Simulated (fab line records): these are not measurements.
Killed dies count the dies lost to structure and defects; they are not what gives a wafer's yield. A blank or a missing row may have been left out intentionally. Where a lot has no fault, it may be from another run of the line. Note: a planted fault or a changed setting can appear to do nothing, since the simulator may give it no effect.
fab line records -- flow n5-finfet
[record] lots = 24, wafers = 72, last-day = 20
route steps=1938 shown BEOL_M2@913 BEOL_M3@966
lots that met no fault: taken from a fault-free run of the same line
start-h: the number of hours between the record's first day and the start of the first shown wafer of the lot -- wait-h: hours from the lot's prior step to this one -- " identical to the entry in the row above -- L1.1+2: a single row standing in for several wafers -- - no value, or no start given -- * or withheld: withheld -- < > ~ a bound
route shown NAME@n: names a module that has steps shown in the file, with the first one's number in the route -- usual: the fault-free wafers' mean and standard deviation -- same: alike in all rows -- chamber/n: place in a boat -- sites: readings site by site -- _std_site: standard deviation across them -- _edge_site: inner sites' mean taken away from outer sites' mean -- radius-mm: how far each site lies from the wafer's centre -- mask NAME#n: copy n -- behind: the most recent tool/chamber to have shaped the wafer -- hold: cause of the lot's hold/its duration in hours/its outcome -- device: which transistor (n, p or np) failed to switch -- end of line: the tests these same wafers got at the end of their route -- for a step that has no rows: nothing shown but its recipe -- killed: count of dies lost to structure and defects at first sort (not the wafer's yield) -- map: per-die view of a wafer (x killed, . not killed, _ where there is no die)
set.NAME: setting as actually run; set.NAME@STEP: the setting as run at that earlier step -- model.NAME: the simulator's own value behind a step, which no gauge read
the route's steps for a sample of lots (tables are steps, rows are wafers)
services: the hour from which a tool's chamber was out of use, counted from the record's first day as start-h (under 0 if before that day), plus the number of hours and why
[[steps]]
[step N5_BEOL_M2_ANNEAL_89]
[recipe] temp-c = 400, time-s = 240, ambient = vacuum
[usual] heater-power-w = 834/76
[same] time-s = 240
lot.wafer,tool,chamber,start-h,wait-h,heater-power-w
L074.2,pvd-sputter-03,-,151.04,0.0,806
L074.4,pvd-sputter-03,-,151.04,0.0,1005
L074.6,pvd-sputter-03,-,151.04,0.0,728
L075.2,pvd-sputter-01,-,154.81,0.0,832
L075.4,pvd-sputter-01,-,154.81,0.0,722
L075.5,pvd-sputter-01,-,154.81,0.0,852
L076.3,pvd-sputter-01,-,166.61,0.0,848
L076.4,pvd-sputter-01,-,166.61,0.0,895
L076.5,pvd-sputter-01,-,166.61,0.0,875
L077.1,pvd-sputter-03,-,175.53,0.0,1018
L077.5,pvd-sputter-03,-,175.53,0.0,792
L077.6,pvd-sputter-03,-,175.53,0.0,812
L078.1,pvd-sputter-01,-,179.61,0.0,865
L078.4,pvd-sputter-01,-,179.61,0.0,849
L078.5,pvd-sputter-01,-,179.61,0.0,881
L079.1,pvd-sputter-02,-,179.88,0.0,964
L079.2,pvd-sputter-02,-,179.88,0.0,824
L079.3,pvd-sputter-02,-,179.88,0.0,780
L080.1,pvd-sputter-02,-,186.44,0.0,824
L080.2,pvd-sputter-02,-,186.44,0.0,778
L080.4,pvd-sputter-02,-,186.44,0.0,941
L081.2,pvd-sputter-02,-,190.28,0.0,962
L081.3,pvd-sputter-02,-,190.28,0.0,825
L081.4,pvd-sputter-02,-,190.28,0.0,807
L082.3,pvd-sputter-02,-,194.62,0.0,949
L082.5,pvd-sputter-02,-,194.62,0.0,802
L082.6,pvd-sputter-02,-,194.62,0.0,867
L083.1,pvd-sputter-01,-,233.41,0.0,801
L083.3,pvd-sputter-01,-,233.41,0.0,819
L083.5,pvd-sputter-01,-,233.41,0.0,828
L084.3,pvd-sputter-01,-,235.67,0.0,834
L084.5,pvd-sputter-01,-,235.67,0.0,818
L084.6,pvd-sputter-01,-,235.67,0.0,702
L085.3,pvd-sputter-03,-,242.08,0.0,822
L085.4,pvd-sputter-03,-,242.08,0.0,997
L085.6,pvd-sputter-03,-,242.08,0.0,794
L086.2,pvd-sputter-02,-,242.26,0.0,958
L086.3,pvd-sputter-02,-,242.26,0.0,900
L086.5,pvd-sputter-02,-,242.26,0.0,842
L087.1,pvd-sputter-01,-,247.45,0.0,882
L087.2,pvd-sputter-01,-,247.45,0.0,711
L087.5,pvd-sputter-01,-,247.45,0.0,833
L088.1,pvd-sputter-03,-,251.01,0.0,1012
L088.3,pvd-sputter-03,-,251.01,0.0,800
L088.6,pvd-sputter-03,-,251.01,0.0,810
L090.4,pvd-sputter-01,-,255.30,0.0,857
L090.5,pvd-sputter-01,-,255.30,0.0,876
L090.6,pvd-sputter-01,-,255.30,0.0,822
L089.2,pvd-sputter-02,-,255.54,0.0,891
L089.3,pvd-sputter-02,-,255.54,0.0,820
L089.5,pvd-sputter-02,-,255.54,0.0,837
L092.3,pvd-sputter-03,-,266.41,0.0,726
L092.4,pvd-sputter-03,-,266.41,0.0,801
L092.5,pvd-sputter-03,-,266.41,0.0,808
L091.2,pvd-sputter-01,-,273.48,0.0,869
L091.4,pvd-sputter-01,-,273.48,0.0,727
L091.6,pvd-sputter-01,-,273.48,0.0,705
L093.1,pvd-sputter-03,-,275.49,0.0,818
L093.2,pvd-sputter-03,-,275.49,0.0,804
L093.6,pvd-sputter-03,-,275.49,0.0,824
L094.1,pvd-sputter-01,-,278.27,0.0,847
L094.2,pvd-sputter-01,-,278.27,0.0,841
L094.6,pvd-sputter-01,-,278.27,0.0,730
L096.1,pvd-sputter-02,-,279.12,0.0,974
L096.2,pvd-sputter-02,-,279.12,0.0,782
L096.4,pvd-sputter-02,-,279.12,0.0,891
L095.2,pvd-sputter-03,-,281.32,0.0,1009
L095.3,pvd-sputter-03,-,281.32,0.0,809
L095.6,pvd-sputter-03,-,281.32,0.0,793
L097.1,pvd-sputter-01,-,287.10,0.0,841
L097.2,pvd-sputter-01,-,287.10,0.0,866
L097.4,pvd-sputter-01,-,287.10,0.0,824
[step N5_BEOL_M2_SPUTTER_92]
[recipe] material = Cu, target-thk-a = 45, temp-c = -20, chamber-pressure-pa = 0.07, power-w = withheld, time-s = 8.29
[usual] throttle-valve-pct = 29.8/0.79
[same] time-s = 8.29
lot.wafer,tool,chamber,start-h,wait-h,throttle-valve-pct
L074.2,pvd-sputter-03,-,151.40,0.1,29.4
L074.4,pvd-sputter-03,-,151.40,0.1,29.7
L074.6,pvd-sputter-03,-,151.40,0.1,30.6
L075.2,pvd-sputter-01,-,155.17,0.1,28.4
L075.4,pvd-sputter-01,-,155.17,0.1,30.0
L075.5,pvd-sputter-01,-,155.17,0.1,28.2
L076.3,pvd-sputter-01,-,166.97,0.1,28.3
L076.4,pvd-sputter-01,-,166.97,0.1,29.9
L076.5,pvd-sputter-01,-,166.97,0.1,29.8
L077.1,pvd-sputter-03,-,175.89,0.1,29.8
L077.5,pvd-sputter-03,-,175.89,0.1,29.2
L077.6,pvd-sputter-03,-,175.89,0.1,29.4
L078.1,pvd-sputter-01,-,179.97,0.1,30.1
L078.4,pvd-sputter-01,-,179.97,0.1,28.1
L078.5,pvd-sputter-01,-,179.97,0.1,30.1
L079.1,pvd-sputter-02,-,180.24,0.1,29.7
L079.2,pvd-sputter-02,-,180.24,0.1,30.0
L079.3,pvd-sputter-02,-,180.24,0.1,29.8
L080.1,pvd-sputter-02,-,186.80,0.1,30.1
L080.2,pvd-sputter-02,-,186.80,0.1,30.1
L080.4,pvd-sputter-02,-,186.80,0.1,29.6
L081.2,pvd-sputter-02,-,190.64,0.1,29.5
L081.3,pvd-sputter-02,-,190.64,0.1,30.3
L081.4,pvd-sputter-02,-,190.64,0.1,30.1
L082.3,pvd-sputter-02,-,194.98,0.1,29.5
L082.5,pvd-sputter-02,-,194.98,0.1,30.0
L082.6,pvd-sputter-02,-,194.98,0.1,29.1
L083.1,pvd-sputter-01,-,233.77,0.1,31.2
L083.3,pvd-sputter-01,-,233.77,0.1,28.2
L083.5,pvd-sputter-01,-,233.77,0.1,31.1
L084.3,pvd-sputter-01,-,236.03,0.1,31.2
L084.5,pvd-sputter-01,-,236.03,0.1,31.3
L084.6,pvd-sputter-01,-,236.03,0.1,30.0
L085.3,pvd-sputter-03,-,242.44,0.1,29.5
L085.4,pvd-sputter-03,-,242.44,0.1,29.7
L085.6,pvd-sputter-03,-,242.44,0.1,29.1
L086.2,pvd-sputter-02,-,242.62,0.1,29.9
L086.3,pvd-sputter-02,-,242.62,0.1,28.9
L086.5,pvd-sputter-02,-,242.62,0.1,30.0
L087.1,pvd-sputter-01,-,247.81,0.1,29.7
L087.2,pvd-sputter-01,-,247.81,0.1,30.4
L087.5,pvd-sputter-01,-,247.81,0.1,31.3
L088.1,pvd-sputter-03,-,251.37,0.1,29.9
L088.3,pvd-sputter-03,-,251.37,0.1,29.1
L088.6,pvd-sputter-03,-,251.37,0.1,29.1
L090.4,pvd-sputter-01,-,255.66,0.1,28.2
L090.5,pvd-sputter-01,-,255.66,0.1,29.9
L090.6,pvd-sputter-01,-,255.66,0.1,27.9
L089.2,pvd-sputter-02,-,255.90,0.1,29.1
L089.3,pvd-sputter-02,-,255.90,0.1,30.2
L089.5,pvd-sputter-02,-,255.90,0.1,30.6
L092.3,pvd-sputter-03,-,266.77,0.1,30.9
L092.4,pvd-sputter-03,-,266.77,0.1,29.3
L092.5,pvd-sputter-03,-,266.77,0.1,29.3
L091.2,pvd-sputter-01,-,273.84,0.1,29.8
L091.4,pvd-sputter-01,-,273.84,0.1,29.9
L091.6,pvd-sputter-01,-,273.84,0.1,30.2
L093.1,pvd-sputter-03,-,275.85,0.1,29.4
L093.2,pvd-sputter-03,-,275.85,0.1,29.5
L093.6,pvd-sputter-03,-,275.85,0.1,29.3
L094.1,pvd-sputter-01,-,278.63,0.1,31.2
L094.2,pvd-sputter-01,-,278.63,0.1,28.1
L094.6,pvd-sputter-01,-,278.63,0.1,30.2
L096.1,pvd-sputter-02,-,279.48,0.1,29.8
L096.2,pvd-sputter-02,-,279.48,0.1,29.7
L096.4,pvd-sputter-02,-,279.48,0.1,28.8
L095.2,pvd-sputter-03,-,281.68,0.1,29.9
L095.3,pvd-sputter-03,-,281.68,0.1,29.1
L095.6,pvd-sputter-03,-,281.68,0.1,29.4
L097.1,pvd-sputter-01,-,287.46,0.1,28.3
L097.2,pvd-sputter-01,-,287.46,0.1,30.1
L097.4,pvd-sputter-01,-,287.46,0.1,31.2
[step N5_BEOL_M2_ANNEAL_95]
[recipe] temp-c = 400, time-s = 240, ambient = vacuum
[usual] heater-power-w = 834/75
[same] time-s = 240
lot.wafer,tool,chamber,start-h,wait-h,heater-power-w
L074.2,pvd-sputter-03,-,151.70,0.0,799
L074.4,pvd-sputter-03,-,151.70,0.0,1000
L074.6,pvd-sputter-03,-,151.70,0.0,729
L075.2,pvd-sputter-01,-,155.47,0.0,832
L075.4,pvd-sputter-01,-,155.47,0.0,700
L075.5,pvd-sputter-01,-,155.47,0.0,831
L076.3,pvd-sputter-01,-,167.27,0.0,841
L076.4,pvd-sputter-01,-,167.27,0.0,882
L076.5,pvd-sputter-01,-,167.27,0.0,859
L077.1,pvd-sputter-03,-,176.19,0.0,1004
L077.5,pvd-sputter-03,-,176.19,0.0,813
L077.6,pvd-sputter-03,-,176.19,0.0,811
L078.1,pvd-sputter-01,-,180.27,0.0,869
L078.4,pvd-sputter-01,-,180.27,0.0,834
L078.5,pvd-sputter-01,-,180.27,0.0,866
L079.1,pvd-sputter-02,-,180.54,0.0,948
L079.2,pvd-sputter-02,-,180.54,0.0,821
L079.3,pvd-sputter-02,-,180.54,0.0,777
L080.1,pvd-sputter-02,-,187.10,0.0,840
L080.2,pvd-sputter-02,-,187.10,0.0,774
L080.4,pvd-sputter-02,-,187.10,0.0,934
L081.2,pvd-sputter-02,-,190.94,0.0,945
L081.3,pvd-sputter-02,-,190.94,0.0,820
L081.4,pvd-sputter-02,-,190.94,0.0,794
L082.3,pvd-sputter-02,-,195.28,0.0,974
L082.5,pvd-sputter-02,-,195.28,0.0,795
L082.6,pvd-sputter-02,-,195.28,0.0,893
L083.1,pvd-sputter-01,-,234.07,0.0,839
L083.3,pvd-sputter-01,-,234.07,0.0,824
L083.5,pvd-sputter-01,-,234.07,0.0,821
L084.3,pvd-sputter-01,-,236.33,0.0,819
L084.5,pvd-sputter-01,-,236.33,0.0,821
L084.6,pvd-sputter-01,-,236.33,0.0,703
L085.3,pvd-sputter-03,-,242.74,0.0,797
L085.4,pvd-sputter-03,-,242.74,0.0,1002
L085.6,pvd-sputter-03,-,242.74,0.0,813
L086.2,pvd-sputter-02,-,242.92,0.0,946
L086.3,pvd-sputter-02,-,242.92,0.0,902
L086.5,pvd-sputter-02,-,242.92,0.0,837
L087.1,pvd-sputter-01,-,248.11,0.0,879
L087.2,pvd-sputter-01,-,248.11,0.0,716
L087.5,pvd-sputter-01,-,248.11,0.0,844
L088.1,pvd-sputter-03,-,251.67,0.0,998
L088.3,pvd-sputter-03,-,251.67,0.0,825
L088.6,pvd-sputter-03,-,251.67,0.0,820
L090.4,pvd-sputter-01,-,255.96,0.0,833
L090.5,pvd-sputter-01,-,255.96,0.0,871
L090.6,pvd-sputter-01,-,255.96,0.0,839
L089.2,pvd-sputter-02,-,256.20,0.0,901
L089.3,pvd-sputter-02,-,256.20,0.0,813
L089.5,pvd-sputter-02,-,256.20,0.0,850
L092.3,pvd-sputter-03,-,267.07,0.0,732
L092.4,pvd-sputter-03,-,267.07,0.0,801
L092.5,pvd-sputter-03,-,267.07,0.0,801
L091.2,pvd-sputter-01,-,274.14,0.0,887
L091.4,pvd-sputter-01,-,274.14,0.0,723
L091.6,pvd-sputter-01,-,274.14,0.0,700
L093.1,pvd-sputter-03,-,276.15,0.0,794
L093.2,pvd-sputter-03,-,276.15,0.0,802
L093.6,pvd-sputter-03,-,276.15,0.0,808
L094.1,pvd-sputter-01,-,278.93,0.0,833
L094.2,pvd-sputter-01,-,278.93,0.0,852
L094.6,pvd-sputter-01,-,278.93,0.0,707
L096.1,pvd-sputter-02,-,279.78,0.0,965
L096.2,pvd-sputter-02,-,279.78,0.0,778
L096.4,pvd-sputter-02,-,279.78,0.0,910
L095.2,pvd-sputter-03,-,281.98,0.0,1038
L095.3,pvd-sputter-03,-,281.98,0.0,818
L095.6,pvd-sputter-03,-,281.98,0.0,812
L097.1,pvd-sputter-01,-,287.76,0.0,831
L097.2,pvd-sputter-01,-,287.76,0.0,845
L097.4,pvd-sputter-01,-,287.76,0.0,832
[step N5_BEOL_M2_INSPECT_59]
[recipe] inspect-instrument = darkfield, mode = post-dep
[usual] raw-defect-count = 70/22
lot.wafer,tool,chamber,start-h,wait-h,raw-defect-count
L074.2,defect-inspect-01,-,152.92,0.0,68
L074.4,defect-inspect-01,-,152.92,0.0,60
L074.6,defect-inspect-01,-,152.92,0.0,75
L075.2,defect-inspect-01,-,156.68,0.0,47
L075.4,defect-inspect-01,-,156.68,0.0,43
L075.5,defect-inspect-01,-,156.68,0.0,42
L076.3,defect-inspect-02,-,168.49,0.0,23
L076.4,defect-inspect-02,-,168.49,0.0,81
L076.5,defect-inspect-02,-,168.49,0.0,60
L077.1,defect-inspect-02,-,177.68,0.0,75
L077.5,defect-inspect-02,-,177.68,0.0,99
L077.6,defect-inspect-02,-,177.68,0.0,89
L078.1,defect-inspect-02,-,181.51,0.0,57
L078.4,defect-inspect-02,-,181.51,0.0,67
L078.5,defect-inspect-02,-,181.51,0.0,142
L079.1,defect-inspect-02,-,181.76,0.0,64
L079.2,defect-inspect-02,-,181.76,0.0,63
L079.3,defect-inspect-02,-,181.76,0.0,52
L080.1,defect-inspect-02,-,189.78,0.0,61
L080.2,defect-inspect-02,-,189.78,0.0,67
L080.4,defect-inspect-02,-,189.78,0.0,52
L081.2,defect-inspect-02,-,192.20,0.0,56
L081.3,defect-inspect-02,-,192.20,0.0,44
L081.4,defect-inspect-02,-,192.20,0.0,45
L082.3,defect-inspect-02,-,196.51,0.0,64
L082.5,defect-inspect-02,-,196.51,0.0,59
L082.6,defect-inspect-02,-,196.51,0.0,50
L083.1,defect-inspect-01,-,235.29,0.0,79
L083.3,defect-inspect-01,-,235.29,0.0,76
L083.5,defect-inspect-01,-,235.29,0.0,90
L084.3,defect-inspect-02,-,238.14,0.0,63
L084.5,defect-inspect-02,-,238.14,0.0,47
L084.6,defect-inspect-02,-,238.14,0.0,81
L085.3,defect-inspect-01,-,243.95,0.0,79
L085.4,defect-inspect-01,-,243.95,0.0,57
L085.6,defect-inspect-01,-,243.95,0.0,120
L086.2,defect-inspect-01,-,244.23,0.0,65
L086.3,defect-inspect-01,-,244.23,0.0,62
L086.5,defect-inspect-01,-,244.23,0.0,58
L087.1,defect-inspect-01,-,249.36,0.0,90
L087.2,defect-inspect-01,-,249.36,0.0,81
L087.5,defect-inspect-01,-,249.36,0.0,85
L088.1,defect-inspect-01,-,254.56,0.0,71
L088.3,defect-inspect-01,-,254.56,0.0,90
L088.6,defect-inspect-01,-,254.56,0.0,51
L090.4,defect-inspect-02,-,257.18,0.0,57
L090.5,defect-inspect-02,-,257.18,0.0,87
L090.6,defect-inspect-02,-,257.18,0.0,46
L089.2,defect-inspect-01,-,257.44,0.0,66
L089.3,defect-inspect-01,-,257.44,0.0,95
L089.5,defect-inspect-01,-,257.44,0.0,47
L092.3,defect-inspect-02,-,268.29,0.0,96
L092.4,defect-inspect-02,-,268.29,0.0,97
L092.5,defect-inspect-02,-,268.29,0.0,77
L091.2,defect-inspect-01,-,275.35,0.0,86
L091.4,defect-inspect-01,-,275.35,0.0,78
L091.6,defect-inspect-01,-,275.35,0.0,68
L093.1,defect-inspect-01,-,277.50,0.0,52
L093.2,defect-inspect-01,-,277.50,0.0,69
L093.6,defect-inspect-01,-,277.50,0.0,73
L094.1,defect-inspect-01,-,280.16,0.0,60
L094.2,defect-inspect-01,-,280.16,0.0,91
L094.6,defect-inspect-01,-,280.16,0.0,107
L096.1,defect-inspect-01,-,280.99,0.0,51
L096.2,defect-inspect-01,-,280.99,0.0,43
L096.4,defect-inspect-01,-,280.99,0.0,71
L095.2,defect-inspect-01,-,283.35,0.0,31
L095.3,defect-inspect-01,-,283.35,0.0,28
L095.6,defect-inspect-01,-,283.35,0.0,28
L097.1,defect-inspect-01,-,288.97,0.0,125
L097.2,defect-inspect-01,-,288.97,0.0,106
L097.4,defect-inspect-01,-,288.97,0.0,144
[step N5_BEOL_M3_CD_MEAS_28]
[recipe] target-cd-nm = 25.7, landing-energy-ev = 500, detector = se-inlens, target-cd-y-nm = 23.3, polarity = opening
[usual] cd-nm = 25.79/0.24
lot.wafer,tool,chamber,start-h,wait-h,cd-nm
L074.2,cd-sem-02,0,157.37,-,26.00
L074.4,cd-sem-02,0,157.37,-,25.52
L074.6,cd-sem-02,0,157.37,-,25.85
L075.2,cd-sem-03,0,161.09,-,25.60
L075.4,cd-sem-03,0,161.09,-,25.52
L075.5,cd-sem-03,0,161.09,-,25.79
L076.3,cd-sem-02,0,171.98,-,25.41
L076.4,cd-sem-02,0,171.98,-,25.89
L076.5,cd-sem-02,0,171.98,-,25.92
L077.1,cd-sem-03,0,179.71,-,26.06
L077.5,cd-sem-03,0,179.71,-,25.85
L077.6,cd-sem-03,0,179.71,-,26.09
L078.1,cd-sem-03,0,185.51,-,26.14
L078.4,cd-sem-03,0,185.51,-,26.28
L078.5,cd-sem-03,0,185.51,-,26.30
L079.1,cd-sem-02,0,185.57,-,26.02
L079.2,cd-sem-02,0,185.57,-,26.06
L079.3,cd-sem-02,0,185.57,-,25.87
L080.1,cd-sem-01,0,193.06,-,25.94
L080.2,cd-sem-01,0,193.06,-,26.19
L080.4,cd-sem-01,0,193.06,-,25.87
L081.2,cd-sem-02,0,194.39,-,25.58
L081.3,cd-sem-02,0,194.39,-,25.77
L081.4,cd-sem-02,0,194.39,-,25.26
L082.3,cd-sem-01,0,199.53,-,26.07
L082.5,cd-sem-01,0,199.53,-,25.92
L082.6,cd-sem-01,0,199.53,-,26.09
L083.1,cd-sem-02,0,237.96,-,25.89
L083.3,cd-sem-02,0,237.96,-,25.80
L083.5,cd-sem-02,0,237.96,-,25.67
L084.3,cd-sem-03,0,240.95,-,25.66
L084.5,cd-sem-03,0,240.95,-,25.95
L084.6,cd-sem-03,0,240.95,-,25.58
L085.3,cd-sem-03,0,246.65,-,25.87
L085.4,cd-sem-03,0,246.65,-,25.60
L085.6,cd-sem-03,0,246.65,-,25.53
L086.2,cd-sem-03,0,247.29,-,25.40
L086.3,cd-sem-03,0,247.29,-,25.98
L086.5,cd-sem-03,0,247.29,-,25.84
L087.1,cd-sem-01,0,251.34,-,25.92
L087.2,cd-sem-01,0,251.34,-,25.88
L087.5,cd-sem-01,0,251.34,-,25.99
L088.1,cd-sem-03,0,257.73,-,25.15
L088.3,cd-sem-03,0,257.73,-,25.75
L088.6,cd-sem-03,0,257.73,-,25.55
L090.4,cd-sem-03,0,259.17,-,25.89
L090.5,cd-sem-03,0,259.17,-,26.23
L090.6,cd-sem-03,0,259.17,-,25.49
L089.2,cd-sem-01,0,259.35,-,25.82
L089.3,cd-sem-01,0,259.35,-,26.02
L089.5,cd-sem-01,0,259.35,-,25.74
L092.3,cd-sem-03,0,270.57,-,25.89
L092.4,cd-sem-03,0,270.57,-,25.61
L092.5,cd-sem-03,0,270.57,-,25.83
L091.2,cd-sem-02,0,277.96,-,25.87
L091.4,cd-sem-02,0,277.96,-,25.52
L091.6,cd-sem-02,0,277.96,-,25.68
L093.1,cd-sem-01,0,280.65,-,25.91
L093.2,cd-sem-01,0,280.65,-,25.75
L093.6,cd-sem-01,0,280.65,-,25.61
L094.1,cd-sem-01,0,283.88,-,25.99
L094.2,cd-sem-01,0,283.88,-,25.77
L094.6,cd-sem-01,0,283.88,-,25.63
L096.1,cd-sem-03,0,284.18,-,25.50
L096.2,cd-sem-03,0,284.18,-,25.80
L096.4,cd-sem-03,0,284.18,-,25.48
L095.2,cd-sem-03,0,284.84,-,26.04
L095.3,cd-sem-03,0,284.84,-,25.66
L095.6,cd-sem-03,0,284.84,-,25.85
L097.1,cd-sem-03,0,290.45,-,25.94
L097.2,cd-sem-03,0,290.45,-,25.51
L097.4,cd-sem-03,0,290.45,-,26.03
[step N5_BEOL_M3_DESCUM_33]
[recipe] chemistry = O2, time-s = 7, source-power-w = 50, bias-power-w = 20, pressure-mtorr = 20, rf-frequency-hz = 2.712e+07, temp-c = 40, resist = CAR-EUV, o2-flow-sccm = 225
[usual] drypump-motor-current-A = 5.6/0.44, oes-product-au = 0.79/0.1, rf-vpp-V = 243.4/1.5, showerhead-plenum-p-Torr = 2.11/0.076, throttle-valve-pct = 20.30/0.21
[same] time-s = 7
lot.wafer,tool,chamber,start-h,wait-h,drypump-motor-current-A,oes-product-au,rf-hours-counter-h,rf-vpp-V,showerhead-plenum-p-Torr,throttle-valve-pct
L074.2,rie-diel-03,3,157.49,0.0,5.1,0.85,47,243.3,2.11,20.10
L074.4,rie-diel-03,0,157.49,0.0,5.0,0.72,-,244.1,2.16,20.38
L074.6,rie-diel-03,2,157.49,0.0,5.6,0.69,-,245.3,2.14,20.21
L075.2,rie-diel-03,3,161.27,0.1,5.2,0.85,48,243.9,2.11,20.11
L075.4,rie-diel-03,3,161.27,0.1,5.1,0.85,-,244.5,2.11,20.10
L075.5,rie-diel-03,0,161.27,0.1,5.1,0.73,-,244.0,2.16,20.38
L076.3,rie-diel-05,0,172.10,0.0,5.6,0.71,247,242.6,2.08,20.74
L076.4,rie-diel-05,0,172.10,0.0,5.6,0.71,-,242.9,2.08,20.73
L076.5,rie-diel-05,1,172.10,0.0,5.4,0.88,-,246.1,2.21,20.05
L077.1,rie-diel-03,0,179.83,0.0,5.1,0.72,200,245.5,2.15,20.40
L077.5,rie-diel-03,2,179.83,0.0,5.7,0.68,-,243.3,2.13,20.22
L077.6,rie-diel-03,3,179.83,0.0,5.2,0.84,-,243.2,2.11,20.11
L078.1,rie-diel-05,3,185.63,0.0,5.0,0.70,219,244.7,2.15,20.39
L078.4,rie-diel-05,1,185.63,0.0,5.4,0.87,-,246.4,2.21,20.07
L078.5,rie-diel-05,2,185.63,0.0,5.6,0.66,-,240.4,2.00,20.59
L079.1,rie-diel-02,2,185.70,0.0,5.6,0.74,186,245.0,2.18,20.30
L079.2,rie-diel-02,3,185.70,0.0,6.0,0.73,190,241.6,1.99,20.41
L079.3,rie-diel-02,0,185.70,0.0,5.0,0.69,236,244.3,2.16,20.23
L080.1,rie-diel-03,1,193.18,0.0,6.3,0.97,1,242.9,2.05,19.88
L080.2,rie-diel-03,2,193.18,0.0,5.6,0.68,241,244.0,2.13,20.22
L080.4,rie-diel-03,3,193.18,0.0,5.2,0.82,60,243.1,2.11,20.13
L081.2,rie-diel-03,3,194.54,0.1,5.2,0.83,61,241.3,2.11,20.14
L081.3,rie-diel-03,1,194.54,0.1,6.3,0.97,2,240.5,2.05,19.87
L081.4,rie-diel-03,2,194.54,0.1,5.6,0.69,242,242.9,2.13,20.23
L082.3,rie-diel-02,2,199.78,0.2,5.5,0.75,190,244.7,2.18,20.30
L082.5,rie-diel-02,2,199.78,0.2,5.5,0.74,-,244.7,2.18,20.30
L082.6,rie-diel-02,1,199.78,0.2,6.4,0.77,-,242.8,2.02,20.56
L083.1,rie-diel-05,0,238.08,0.0,5.6,0.96,12,241.2,2.07,20.42
L083.3,rie-diel-05,3,238.08,0.0,4.9,0.69,240,244.1,2.15,20.40
L083.5,rie-diel-05,0,238.08,0.0,5.6,0.97,-,243.1,2.07,20.42
L084.3,rie-diel-02,2,241.29,0.3,5.6,0.72,206,244.8,2.17,20.33
L084.5,rie-diel-02,2,241.29,0.3,5.6,0.72,-,243.6,2.17,20.35
L084.6,rie-diel-02,1,241.29,0.3,6.4,0.75,-,243.9,2.01,20.57
L085.3,rie-diel-02,3,247.39,0.7,6.0,0.70,212,242.1,1.98,20.43
L085.4,rie-diel-02,1,247.39,0.7,6.4,0.75,-,242.0,2.01,20.59
L085.6,rie-diel-02,2,247.39,0.7,5.6,0.72,-,242.9,2.17,20.33
L086.2,rie-diel-05,3,247.42,0.0,4.9,0.68,244,245.4,2.14,20.44
L086.3,rie-diel-05,1,247.42,0.0,5.4,0.83,76,244.6,2.20,20.11
L086.5,rie-diel-05,1,247.42,0.0,5.4,0.84,-,244.0,2.20,20.11
L087.1,rie-diel-02,3,251.46,0.0,6.0,0.71,214,242.7,1.98,20.44
L087.2,rie-diel-02,2,251.46,0.0,5.6,0.72,212,244.2,2.17,20.34
L087.5,rie-diel-02,1,251.46,0.0,6.4,0.75,-,241.0,2.01,20.60
L088.1,rie-diel-03,3,257.85,0.0,5.2,0.81,77,243.9,2.10,20.16
L088.3,rie-diel-03,1,257.85,0.0,6.3,0.93,16,242.8,2.05,19.91
L088.6,rie-diel-03,1,257.85,0.0,6.3,0.92,-,241.1,2.05,19.91
L090.4,rie-diel-05,3,259.29,0.0,4.9,0.68,248,242.7,2.14,20.43
L090.5,rie-diel-05,1,259.29,0.0,5.4,0.82,-,244.1,2.20,20.11
L090.6,rie-diel-05,0,259.29,0.0,5.6,0.94,-,242.5,2.07,20.46
L089.2,rie-diel-05,3,259.47,0.0,5.0,0.68,248,243.8,2.14,20.43
L089.3,rie-diel-05,0,259.47,0.0,5.6,0.94,20,242.5,2.07,20.44
L089.5,rie-diel-05,0,259.47,0.0,5.6,0.94,-,241.9,2.07,20.44
L092.3,rie-diel-02,3,270.69,0.0,6.0,0.71,221,241.7,1.98,20.45
L092.4,rie-diel-02,0,270.69,0.0,5.0,0.97,4,243.9,2.15,19.76
L092.5,rie-diel-02,3,270.69,0.0,6.0,0.71,-,240.9,1.98,20.45
L091.2,rie-diel-03,0,278.08,0.0,5.1,0.70,225,242.7,2.14,20.42
L091.4,rie-diel-03,3,278.08,0.0,5.2,0.79,82,242.4,2.10,20.19
L091.6,rie-diel-03,3,278.08,0.0,5.2,0.80,-,243.1,2.10,20.15
L093.1,rie-diel-02,2,280.77,0.0,5.6,0.71,221,242.8,2.17,20.35
L093.2,rie-diel-02,1,280.77,0.0,6.5,0.75,159,241.6,2.01,20.61
L093.6,rie-diel-02,1,280.77,0.0,6.5,0.74,-,240.7,2.01,20.60
L094.1,rie-diel-05,1,284.02,0.0,5.5,0.83,87,243.7,2.19,20.12
L094.2,rie-diel-05,0,284.02,0.0,5.6,0.92,28,242.7,2.07,20.45
L094.6,rie-diel-05,2,284.02,0.0,5.6,0.96,-,244.8,2.25,20.35
L096.1,rie-diel-03,0,284.30,0.0,5.1,0.70,227,245.6,2.14,20.43
L096.2,rie-diel-03,3,284.30,0.0,5.2,0.80,84,243.6,2.10,20.15
L096.4,rie-diel-03,1,284.30,0.0,6.4,0.90,24,242.8,2.05,19.91
L095.2,rie-diel-02,1,284.96,0.0,6.4,0.74,160,242.3,2.01,20.61
L095.3,rie-diel-02,3,284.96,0.0,6.0,0.70,225,241.6,1.98,20.45
L095.6,rie-diel-02,1,284.96,0.0,6.4,0.74,-,242.4,2.01,20.61
L097.1,rie-diel-05,2,290.57,0.0,5.5,0.95,17,244.0,2.25,20.35
L097.2,rie-diel-05,3,290.57,0.0,5.0,1.00,1,245.4,2.14,20.13
L097.4,rie-diel-05,1,290.57,0.0,5.4,0.82,89,243.8,2.19,20.14
[[services]]
tool,chamber,start-h,hours,kind
pvd-sputter-01,-,133.60,1.9,repair
pvd-sputter-01,-,143.27,4.6,repair
rie-diel-05,-,154.02,2.8,pm
rie-diel-02,1,154.53,9.8,repair
rie-diel-03,1,154.81,-,clean
rie-diel-03,1,154.81,-,consumable-replace:focus-ring
rie-diel-03,1,154.81,34.2,scheduled-down
rie-diel-03,1,154.81,34.2,vent-cycle
rie-diel-05,3,171.94,12.6,repair
rie-diel-05,0,184.97,-,clean
rie-diel-05,0,184.97,-,consumable-replace:focus-ring
rie-diel-05,0,184.97,23.1,scheduled-down
rie-diel-05,0,184.97,23.1,vent-cycle
rie-diel-03,0,202.03,2.2,repair
rie-diel-05,2,208.17,-,clean
rie-diel-05,2,208.17,-,consumable-replace:esc
rie-diel-05,2,208.17,-,consumable-replace:focus-ring
rie-diel-05,2,208.17,-,consumable-replace:showerhead
rie-diel-05,2,208.17,32.3,scheduled-down
rie-diel-05,2,208.17,32.3,vent-cycle
rie-diel-03,2,225.93,-,clean
rie-diel-02,1,229.90,7.5,repair
rie-diel-05,1,270.40,3.0,repair
rie-diel-02,0,274.42,7.1,repair
[[key]]
fault none
